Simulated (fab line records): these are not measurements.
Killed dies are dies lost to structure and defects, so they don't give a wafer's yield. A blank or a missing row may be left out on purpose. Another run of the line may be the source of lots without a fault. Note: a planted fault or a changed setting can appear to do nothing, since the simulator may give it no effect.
Matching of chambers + flow n5 finfet + 3 sister chambers for N5_BEOL_M1_CO_CAP_55 on cvd co-01
The step material Co, precursor CCTBA/H2, target thk 2 nm, time 102.1 s. 6 wafers are shown with their chamber, then 7 later ones without.

## WAFERS WITH THEIR CHAMBER
| wafer  | chamber | heater power w (W) |
|--------|---------|--------------------|
| L087.3 | 0       | 233                |
| L090.5 | 1       | 207                |
| L092.1 | 1       | 209                |
| L092.5 | 2       | 245                |
| L095.1 | 2       | 230                |
| L095.3 | 0       | 240                |

## WAFERS MISSING THEIR CHAMBER
| wafer  | heater power w (W) |
|--------|--------------------|
| L095.6 | 234                |
| L097.1 | 233                |
| L097.4 | 234                |
| L097.6 | 207                |
| L096.2 | 241                |
| L096.5 | 238                |
| L096.6 | 209                |

## WHICH CHAMBER EACH ONE RAN IN
| wafer  | from the rows above     | in truth |
|--------|-------------------------|----------|
| L095.6 | can't be placed: 0 or 2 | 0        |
| L097.1 | can't be placed: 0 or 2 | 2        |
| L097.4 | can't be placed: 0 or 2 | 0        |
| L097.6 | 1                       | 1        |
| L096.2 | can't be placed: 2 or 0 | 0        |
| L096.5 | can't be placed: 2 or 0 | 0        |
| L096.6 | 1                       | 1        |
Placed correctly: 2 of 7. These rows do not allow placing 5 (true chamber among the candidates in 5). Number placed wrongly: 0.
How it was worked out, from the rows above alone: a wafer's distance from a chamber is the root of the sum, over the readings, of the square of ((its reading less the chamber's mean) divided by the reading's scatter). The wafer belongs to the nearest chamber; if the next one is less than 2 further off, it can't be placed. The mean given for a chamber averages the wafers shown for that chamber. The scatter: the root of (the sum of the squares of (reading less its chamber's mean) over the shown wafers, divided by (wafers less chambers)).
